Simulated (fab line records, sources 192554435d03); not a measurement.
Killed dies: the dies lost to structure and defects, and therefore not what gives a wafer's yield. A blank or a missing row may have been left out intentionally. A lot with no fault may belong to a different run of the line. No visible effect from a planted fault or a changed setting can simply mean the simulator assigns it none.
Chamber matching / flow n5Finfet / 4 sister chambers for N5_FIN_SAQP_ALD_61 on aldSin-02
The step deposits SiO2, target thk 4 nm, pulse time 1 s, purge time 2 s. 16 wafers are shown with their chamber, then 8 later ones without.

WAFERS WITH THEIR CHAMBER
wafer=L074.1; chamber=1; heaterPowerW (W)=386; precursorPulseHeightRel=1.053
wafer=L074.2; chamber=2; heaterPowerW (W)=384; precursorPulseHeightRel=1.010
wafer=L074.3; chamber=3; heaterPowerW (W)=405; precursorPulseHeightRel=0.975
wafer=L074.4; chamber=0; heaterPowerW (W)=526; precursorPulseHeightRel=0.981
wafer=L074.5; chamber=2; heaterPowerW (W)=402; precursorPulseHeightRel=0.982
wafer=L074.6; chamber=3; heaterPowerW (W)=402; precursorPulseHeightRel=1.004
wafer=L075.1; chamber=3; heaterPowerW (W)=403; precursorPulseHeightRel=1.003
wafer=L075.3; chamber=2; heaterPowerW (W)=389; precursorPulseHeightRel=0.994
wafer=L075.5; chamber=1; heaterPowerW (W)=388; precursorPulseHeightRel=0.996
wafer=L076.2; chamber=2; heaterPowerW (W)=403; precursorPulseHeightRel=0.976
wafer=L076.3; chamber=0; heaterPowerW (W)=534; precursorPulseHeightRel=1.005
wafer=L076.5; chamber=2; heaterPowerW (W)=393; precursorPulseHeightRel=1.009
wafer=L078.2; chamber=2; heaterPowerW (W)=383; precursorPulseHeightRel=1.026
wafer=L078.4; chamber=3; heaterPowerW (W)=418; precursorPulseHeightRel=0.987
wafer=L078.6; chamber=1; heaterPowerW (W)=393; precursorPulseHeightRel=1.015
wafer=L083.3; chamber=2; heaterPowerW (W)=396; precursorPulseHeightRel=1.003

SIGNATURES (averages over the wafers above)
reading=heaterPowerW; chamber 0=530.00; chamber 1=389.00; chamber 2=392.86; chamber 3=407.00; scatter within a chamber=7.13
reading=precursorPulseHeightRel; chamber 0=0.99300; chamber 1=1.02133; chamber 2=1.00000; chamber 3=0.99225; scatter within a chamber=0.019
Rule: a wafer's distance from a chamber is the root of the sum, over the readings, of the square of ((its reading less the chamber's mean) divided by the reading's scatter). The wafer belongs to the nearest chamber; if the next one is less than 2 further off, it can't be placed. The scatter: the root of (the sum of the squares of (reading less its chamber's mean) over the shown wafers, divided by (wafers less chambers)).

WAFERS WITHOUT THEIR CHAMBER
wafer=L083.4; heaterPowerW (W)=526; precursorPulseHeightRel=1.044
wafer=L083.5; heaterPowerW (W)=396; precursorPulseHeightRel=0.993
wafer=L087.1; heaterPowerW (W)=521; precursorPulseHeightRel=0.985
wafer=L087.4; heaterPowerW (W)=394; precursorPulseHeightRel=1.003
wafer=L087.5; heaterPowerW (W)=398; precursorPulseHeightRel=1.020
wafer=L090.1; heaterPowerW (W)=390; precursorPulseHeightRel=0.987
wafer=L090.2; heaterPowerW (W)=396; precursorPulseHeightRel=1.009
wafer=L090.6; heaterPowerW (W)=410; precursorPulseHeightRel=0.977

WHICH CHAMBER EACH ONE RAN IN
wafer=L083.4; from the rows above=0; in truth=0
wafer=L083.5; from the rows above=can't be placed: 2 or 3 or 1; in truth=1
wafer=L087.1; from the rows above=0; in truth=0
wafer=L087.4; from the rows above=can't be placed: 2 or 1 or 3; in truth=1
wafer=L087.5; from the rows above=can't be placed: 1 or 2 or 3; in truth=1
wafer=L090.1; from the rows above=can't be placed: 2 or 1 or 3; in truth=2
wafer=L090.2; from the rows above=can't be placed: 2 or 1 or 3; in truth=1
wafer=L090.6; from the rows above=can't be placed: 3 or 2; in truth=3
Correctly placed: 2 of 8. Cannot be placed on the basis of these rows: 6; the candidates contain the true chamber in 6. Wrongly placed: 0.
